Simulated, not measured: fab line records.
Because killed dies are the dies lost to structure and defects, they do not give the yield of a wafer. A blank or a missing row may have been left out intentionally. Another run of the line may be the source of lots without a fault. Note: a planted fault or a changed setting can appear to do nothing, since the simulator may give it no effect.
Which of the tools did it?    flow n5-finfet    9 lots with 25 wafers sampled at 7 steps, on a route of 1938 steps

WHAT EACH GAUGE READ, for each wafer
N5_BEOL_M5_OCD_MEAS_38.
lot   measured      on      trench-depth-nm (nm)
L854  day 7 22:47   ocd-01  70.0 71.2 71.7
L855  day 9 02:23   ocd-01  72.1 70.8 72.7
L864  day 11 09:50  ocd-01  72.3 70.8 72.4
L866  day 11 14:10  ocd-02  70.6 71.6 72.4
L868  day 11 14:20  ocd-01  70.8 70.0 72.6
L867  day 11 14:47  ocd-02  72.2 71.2 71.4
L872  day 13 08:07  ocd-02  75.6
L875  day 14 08:55  ocd-01  69.9 70.1 70.7
L877  day 14 11:15  ocd-01  71.3 71.5 72.2

N5_BEOL_M5_THK_MEAS_53: measures by xrf.
lot   measured      on             M5_THK (nm)
L854  day 8 05:07   film-metro-02  60.7 61.4 62.0
L855  day 9 09:01   film-metro-02  62.5 60.6 62.0
L864  day 11 16:38  film-metro-02  65.3 62.1 63.8
L866  day 11 21:04  film-metro-02  59.1 62.0 61.5
L868  day 11 21:05  film-metro-01  60.7 58.3 63.6
L867  day 11 21:20  film-metro-02  62.8 60.1 60.6
L872  day 13 15:34  film-metro-02  65.8
L875  day 14 17:07  film-metro-02  59.5 59.0 61.0
L877  day 14 17:46  film-metro-01  61.1 62.9 63.1

N5_BEOL_M5_RS_MEAS_57: measures by four-point-probe.
lot   measured      on             M5_RS (ohm/sq)
L854  day 8 05:22   film-metro-02  0.395 0.390 0.384
L855  day 9 09:17   film-metro-02  0.384 0.398 0.386
L864  day 11 16:55  film-metro-01  0.364 0.389 0.375
L866  day 11 21:19  film-metro-01  0.412 0.389 0.391
L868  day 11 21:22  film-metro-02  0.397 0.416 0.377
L867  day 11 21:35  film-metro-01  0.379 0.397 0.393
L872  day 13 15:50  film-metro-02  0.357
L875  day 14 17:22  film-metro-01  0.397 0.404 0.390
L877  day 14 18:02  film-metro-01  0.399 0.386 0.386

EACH LOT AND THE TOOL THAT RAN IT (in order: tool; ch and the chambers of the sampled wafers; start)
lot   N5_BEOL_M5_DESCUM_33                N5_BEOL_M5_TRENCH_ETCH_37           N5_BEOL_M5_STRIP_91                            N5_BEOL_M5_PRE_CLEAN_45
L854  rie-diel-03 ch 0,2,3, day 7 22:22   rie-diel-03 ch 0,2,3, day 7 22:38   rie-diel-03 ch 0,2,3, day 7 22:47 or earlier   pvd-sputter-03, day 7 23:20
L855  rie-diel-03 ch 0,1,3, day 9 01:58   rie-diel-03 ch 0,1,3, day 9 02:14   rie-diel-03 ch 0,1,3, day 9 02:23 or earlier   pvd-sputter-03, day 9 03:14
L864  rie-diel-02 ch 0,1, day 11 09:24    rie-diel-02 ch 0,1, day 11 09:40    rie-diel-02 ch 0,1, day 11 09:50 or earlier    pvd-sputter-02, day 11 10:47
L866  rie-diel-02 ch 0,1,2, day 11 13:44  rie-diel-02 ch 0,1,2, day 11 14:00  rie-diel-02 ch 0,1,2, day 11 14:10 or earlier  pvd-sputter-01, day 11 15:22
L868  rie-diel-04 ch 0,2,3, day 11 13:55  rie-diel-04 ch 0,2,3, day 11 14:11  rie-diel-04 ch 0,2,3, day 11 14:20 or earlier  pvd-sputter-03, day 11 15:25
L867  rie-diel-02 ch 1,2,3, day 11 14:22  rie-diel-02 ch 1,2,3, day 11 14:37  rie-diel-02 ch 1,2,3, day 11 14:47 or earlier  pvd-sputter-01, day 11 15:27
L872  rie-diel-02 ch 0, day 13 07:42      rie-diel-02 ch 0, day 13 07:58      rie-diel-02 ch 0, day 13 08:07 or earlier      pvd-sputter-02, day 13 09:30
L875  rie-diel-04 ch 2,3, day 14 08:29    rie-diel-04 ch 2,3, day 14 08:46    rie-diel-04 ch 2,3, day 14 08:55 or earlier    pvd-sputter-03, day 14 11:24
L877  rie-diel-04 ch 1,2, day 14 10:50    rie-diel-04 ch 1,2, day 14 11:06    rie-diel-04 ch 1,2, day 14 11:15 or earlier    pvd-sputter-02, day 14 11:49
- N5_BEOL_M5_DESCUM_33: chemistry O2, time 7 s.
- N5_BEOL_M5_TRENCH_ETCH_37: etches SiCOH lowk in C4F6/O2, target depth 71.652 nm, time 24.7 s.
- N5_BEOL_M5_STRIP_91: strips in N2/H2, time 10 s.
- N5_BEOL_M5_PRE_CLEAN_45: time 30 s.

AS READ BY THE TOOLS THEMSELVES (means over the sampled wafers that have a number; for cases with no such wafer, the mark the record gives instead)
N5_BEOL_M5_DESCUM_33.
lot   tool         drypump-motor-current-A (A)  oes-product-au (a.u.)  rf-vpp-V (V)  showerhead-plenum-p-Torr (Torr)  throttle-valve-pct (%)
L854  rie-diel-03  5.8                          0.78                   243.3         2.06                             20.32
L855  rie-diel-03  5.7                          0.77                   243.7         2.09                             20.23
L864  rie-diel-02  6.1                          0.95                   243.2         2.07                             20.05
L866  rie-diel-02  6.0                          0.88                   243.2         2.09                             20.28
L868  rie-diel-04  5.9                          0.74                   243.3         2.08                             20.48
L867  rie-diel-02  5.7                          0.80                   242.5         2.04                             20.52
L872  rie-diel-02  5.7                          0.89                   244.1         2.13                             20.24
L875  rie-diel-04  6.1                          0.78                   244.2         2.16                             20.55
L877  rie-diel-04  5.4                          0.85                   244.1         2.12                             20.30

N5_BEOL_M5_TRENCH_ETCH_37.
lot   tool         drypump-motor-current-A (A)  oes_f_703_au (a.u.)  oes-product-au (a.u.)  rf-vpp-V (V)  showerhead-plenum-p-Torr (Torr)  throttle-valve-pct (%)
L854  rie-diel-03  5.8                          0.77                 0.78                   671           2.82                             20.85
L855  rie-diel-03  5.7                          0.76                 0.77                   676           2.86                             20.82
L864  rie-diel-02  6.1                          0.93                 0.94                   662           2.85                             20.73
L866  rie-diel-02  6.0                          0.87                 0.87                   664           2.86                             20.91
L868  rie-diel-04  5.9                          0.74                 0.75                   653           2.85                             21.08
L867  rie-diel-02  5.7                          0.81                 0.80                   663           2.79                             21.09
L872  rie-diel-02  5.7                          0.90                 0.93                   669           2.89                             20.69
L875  rie-diel-04  6.1                          0.77                 0.77                   653           2.94                             21.05
L877  rie-diel-04  5.4                          0.81                 0.84                   668           2.90                             20.88

N5_BEOL_M5_STRIP_91.
lot   tool         drypump-motor-current-A (A)  oes-product-au (a.u.)  rf-vpp-V (V)  showerhead-plenum-p-Torr (Torr)  throttle-valve-pct (%)
L854  rie-diel-03  5.8                          0.78                   58.8          2.52                             23.62
L855  rie-diel-03  5.7                          0.78                   58.5          2.55                             23.48
L864  rie-diel-02  6.1                          0.95                   59.2          2.53                             23.40
L866  rie-diel-02  6.0                          0.87                   59.4          2.54                             23.66
L868  rie-diel-04  5.9                          0.75                   59.6          2.53                             23.77
L867  rie-diel-02  5.7                          0.81                   59.2          2.47                             23.75
L872  rie-diel-02  5.7                          0.89                   58.2          2.61                             23.75
L875  rie-diel-04  6.1                          0.78                   58.8          2.62                             23.79
L877  rie-diel-04  5.4                          0.84                   59.1          2.57                             23.58

N5_BEOL_M5_PRE_CLEAN_45.
lot   tool            heater-power-w (W)
L854  pvd-sputter-03  346
L855  pvd-sputter-03  328
L864  pvd-sputter-02  319
L866  pvd-sputter-01  321
L868  pvd-sputter-03  361
L867  pvd-sputter-01  327
L872  pvd-sputter-02  349
L875  pvd-sputter-03  324
L877  pvd-sputter-02  354

THE ANSWER, worked out from the rows above alone
Rule: the usual values come from the lots themselves. The widest of any qualifying gaps counts: lots, ordered by their means at a reading, are off when they make up no more than a third of the lots, leave a main group of 4 or more, and stand apart from it by 3 or more times the standard deviation of that group's means. Not used: any main group whose means are identical at the precision the tables above print for the reading. Also off: a lot with no number at a reading for which 4 or more lots have one. Any other lot the step has rows for is counted as sound. After the gauges, taken in route order, come the tools' own readings; for these a lot's mean is taken, as printed above. The first step at which some lot is off is used, and at that step the reading that is off furthest; a lot without a number counts as furthest.
Off: L872, at N5_BEOL_M5_OCD_MEAS_38 (trench-depth-nm). Mean 71.4 nm and standard deviation 0.52 in the main group.
If a tool, at a process step before that reading, ran all the lots that are off and no sound lot after the first of them, it fits. The gauges at N5_BEOL_M5_OCD_MEAS_38 aren't tried: what is off there is off at N5_BEOL_M5_RS_MEAS_57 too, on other tools, and a gauge's error can't cause that. Because N5_BEOL_M5_STRIP_91 lacks a start for some lots, the hours and order of its lots are taken from N5_BEOL_M5_OCD_MEAS_38. One fits: N5_BEOL_M5_DESCUM_33 and N5_BEOL_M5_TRENCH_ETCH_37 and N5_BEOL_M5_STRIP_91 on rie-diel-02. At N5_BEOL_M5_DESCUM_33 its last sound lot is L867 (day 11 14:22), its first lot that is off L872 (day 13 07:42): a fault that began between those two fits.

WHAT WAS PUT IN BY THE SIMULATOR
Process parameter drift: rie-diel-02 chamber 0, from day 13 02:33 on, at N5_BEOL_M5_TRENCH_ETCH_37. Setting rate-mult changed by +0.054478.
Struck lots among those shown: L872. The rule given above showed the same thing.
